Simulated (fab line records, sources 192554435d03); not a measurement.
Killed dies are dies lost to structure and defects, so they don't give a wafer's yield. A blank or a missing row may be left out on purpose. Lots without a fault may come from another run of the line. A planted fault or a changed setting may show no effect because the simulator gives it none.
Problem report in the 8D (eight disciplines) form, filled by code | flow n5_finfet | the parts of the form that need people (team, actions taken, sign-off) are left out

1. THE PROBLEM
spin_speed_rpm at N5_BEOL_M4_COAT_73 reads a mean of 1641.5 rpm on 6 wafers of 2 lots; wafers without a fault read 1500.2 rpm with a standard deviation of 0.87. That is +99 or more standard deviations from the usual mean.
The step: time 60 s, resist thk 5 nm.
First seen on wafer L471.1, day 12 12:07, on litho_track-04. The record holds 33 wafers of 11 lots with a number at this step. Rule for "out", or "out of limits": more than 4 standard deviations from the usual mean. The other wafers with a number count as sound.

2. WHAT IT IS AND WHAT IT IS NOT
question                    | is                     | is not
which readings at this step | spin_speed_rpm         | exhaust_pa
which lots                  | L471, L474             | L453, L454, L455, L456, L458, L460, L461, L464, L467
which wafers of those lots  | all that have a number | -
read on which tools         | litho_track-04         | litho_track-01, litho_track-05
when                        | from day 12 12:07      | up to then (27 sound wafers)

3. SUSPECTS, AND WHAT RULES EACH OUT
Counting: a tool at a process step up to the reading stays a suspect if it ran every lot that is out and no sound lot after the first of them.
- litho_track-04 at N5_BEOL_M4_COAT_73 (time 60 s, resist thk 5 nm): kept. It ran every lot that is out, first L471 (day 12 12:07), and no sound lot after that; its last sound lot up to then is L467 (day 11 21:35). Its own readings are out on those wafers: spin_speed_rpm.
Left after counting: litho_track-04 at N5_BEOL_M4_COAT_73.

4. THE CAUSE (what the simulator had put in)
Process parameter drift: litho_track-04, from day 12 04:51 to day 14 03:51, at N5_BEOL_M4_COAT_73. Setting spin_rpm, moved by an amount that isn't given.
Counting left only this tool.

5. THE CHAIN OF EFFECTS, in route order
Each row: a reading whose mean over the struck wafers that have a number lies more than 3 standard deviations from the usual. Only readings for which the record gives a usual standard deviation are gone through. hours: the time from each lot's start at the first step in this table that gives one to its start at this step, as a median over the lots. sigmas: the change in usual standard deviations.
hours | step               | reading        | usual      | on struck wafers | change | sigmas
0     | N5_BEOL_M4_COAT_73 | spin_speed_rpm | 1500.2 rpm | 1641.5           | +141.3 | +99 or more
The process steps in it:
- N5_BEOL_M4_COAT_73: time 60 s, resist thk 5 nm.
Later measuring or inspecting steps at which every struck wafer that the step has a row for has a number for every such reading, and none has moved that far: N5_BEOL_M4_OVL_MEAS_12, N5_BEOL_M4_RC_MEAS_101.

6. WHAT WOULD HAVE CAUGHT IT SOONER
In this record the first reading out of limits was taken at day 12 12:07, 7 hours after the fault began at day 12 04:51.
